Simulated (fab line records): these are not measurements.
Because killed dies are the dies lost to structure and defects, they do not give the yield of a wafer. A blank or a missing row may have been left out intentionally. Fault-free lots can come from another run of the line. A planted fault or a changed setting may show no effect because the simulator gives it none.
Chamber matching ; flow nand_harc ; 4 sister chambers for NHARC_A_CHANNEL_FILL_D2_ETCHBACK_20 on rie_diel-09
The step etches the open film in C4F8/O2/Ar, target depth 27 nm, time 13.5 s. 4 wafers are shown with their chamber, then 12 later ones without.

WAFERS WITH THEIR CHAMBER
wafer;chamber;rf_vpp_V (V)
L088.6;1;979
L091.1;2;974
L091.2;3;980
L091.3;0;986

WAFERS MISSING THEIR CHAMBER
wafer;rf_vpp_V (V)
L092.3;979
L092.4;982
L092.6;974
L093.2;988
L093.4;982
L093.5;977
L094.1;979
L094.3;974
L094.4;981
L097.1;980
L097.2;982
L097.5;973

CHAMBER TAKEN BY EACH
wafer;from the rows above;in truth
L092.3;can't be placed: 1 or 3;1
L092.4;can't be placed: 3 or 1 or 0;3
L092.6;2;2
L093.2;0;0
L093.4;can't be placed: 3 or 1 or 0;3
L093.5;can't be placed: 1 or 2 or 3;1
L094.1;can't be placed: 1 or 3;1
L094.3;2;2
L094.4;can't be placed: 3 or 1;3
L097.1;can't be placed: 3 or 1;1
L097.2;can't be placed: 3 or 1 or 0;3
L097.5;2;2
4 of 12 placed correctly. Unplaceable from these rows: 8, with the true chamber sitting among the candidates in 8. Wrongly placed: 0.
How it was worked out, from the rows above alone: a wafer's distance from a chamber is the root of the sum, over the readings, of the square of ((its reading less the chamber's mean) divided by the reading's scatter). If the next closest chamber is less than 2 further off than the closest, the wafer can't be placed; otherwise it belongs to the closest. Each chamber's mean is taken over the wafers shown for it. The scatter: root of mean squared gap, hidden wafer to nearest shown wafer, with one shown wafer a chamber.
